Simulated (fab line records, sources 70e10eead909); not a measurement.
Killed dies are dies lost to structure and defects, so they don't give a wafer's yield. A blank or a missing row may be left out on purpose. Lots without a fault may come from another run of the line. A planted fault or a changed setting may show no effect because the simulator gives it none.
Chamber matching | flow nand_harc | NHARC_P_CONTACT_STRIP_28 on rie_diel-11: 4 sister chambers
The step strips in O2. 24 wafers are shown with their chamber, then 12 later ones without.

WAFERS WITH THEIR CHAMBER
wafer  | chamber | showerhead_plenum_p_Torr (Torr) | drypump_motor_current_A (A) | oes_product_au (a.u.)
L075.1 | 2       | 3.52                            | 5.6                         | 1.009
L075.3 | 3       | 3.37                            | 5.7                         | 1.015
L075.5 | 2       | 3.52                            | 5.6                         | 1.009
L077.1 | 1       | 3.47                            | 6.1                         | 1.008
L077.2 | 2       | 3.52                            | 5.6                         | 1.011
L077.3 | 0       | 3.35                            | 5.5                         | 1.010
L077.4 | 3       | 3.37                            | 5.7                         | 1.017
L077.5 | 2       | 3.52                            | 5.6                         | 1.007
L077.6 | 3       | 3.37                            | 5.7                         | 1.012
L076.2 | 2       | 3.52                            | 5.6                         | 1.001
L076.3 | 3       | 3.37                            | 5.6                         | 1.003
L076.5 | 0       | 3.35                            | 5.5                         | 1.007
L078.2 | 1       | 3.47                            | 6.1                         | 1.020
L078.5 | 0       | 3.35                            | 5.5                         | 1.003
L078.6 | 3       | 3.37                            | 5.6                         | 1.010
L079.3 | 2       | 3.52                            | 5.6                         | 1.018
L079.4 | 3       | 3.37                            | 5.7                         | 1.015
L079.5 | 1       | 3.47                            | 6.2                         | 1.025
L081.2 | 3       | 3.37                            | 5.7                         | 1.010
L081.4 | 0       | 3.35                            | 5.5                         | 1.006
L081.6 | 1       | 3.47                            | 6.2                         | 1.011
L082.1 | 3       | 3.37                            | 5.7                         | 1.013
L082.4 | 2       | 3.52                            | 5.6                         | 1.010
L082.6 | 1       | 3.46                            | 6.1                         | 1.014

SIGNATURES (means of the wafers above)
reading                  | chamber 0 | chamber 1 | chamber 2 | chamber 3 | scatter within a chamber
showerhead_plenum_p_Torr | 3.3500    | 3.4680    | 3.5200    | 3.3700    | 0.002
drypump_motor_current_A  | 5.500     | 6.140     | 5.600     | 5.675     | 0.0367
oes_product_au           | 1.00650   | 1.01560   | 1.00929   | 1.01187   | 0.005
Rule: a wafer's distance from a chamber is the root of the sum, over the readings, of the square of ((its reading less the chamber's mean) divided by the reading's scatter). The wafer belongs to the nearest chamber; if the next one is less than 2 further off, it can't be placed. The scatter: the root of (the sum of the squares of (reading less its chamber's mean) over the shown wafers, divided by (wafers less chambers)).

WAFERS WITHOUT THEIR CHAMBER
wafer  | showerhead_plenum_p_Torr (Torr) | drypump_motor_current_A (A) | oes_product_au (a.u.)
L085.3 | 3.37                            | 5.7                         | 0.999
L085.4 | 3.52                            | 5.6                         | 1.007
L085.6 | 3.52                            | 5.6                         | 1.011
L089.3 | 3.46                            | 6.1                         | 0.994
L089.4 | 3.34                            | 5.5                         | 1.008
L089.6 | 3.34                            | 5.5                         | 0.998
L093.2 | 3.37                            | 5.6                         | 0.987
L093.4 | 3.51                            | 5.6                         | 1.008
L093.5 | 3.51                            | 5.6                         | 1.009
L095.2 | 3.37                            | 5.7                         | 0.998
L095.5 | 3.37                            | 5.7                         | 0.991
L095.6 | 3.51                            | 5.6                         | 1.008

WHICH CHAMBER EACH WENT THROUGH
wafer  | from the rows above | in truth
L085.3 | 3                   | 3
L085.4 | 2                   | 2
L085.6 | 2                   | 2
L089.3 | 1                   | 1
L089.4 | 0                   | 0
L089.6 | 0                   | 0
L093.2 | 3                   | 3
L093.4 | 2                   | 2
L093.5 | 2                   | 2
L095.2 | 3                   | 3
L095.5 | 3                   | 3
L095.6 | 2                   | 2
Placed correctly: 12 of 12. Can't be placed from these rows: 0. Placed wrongly: 0.
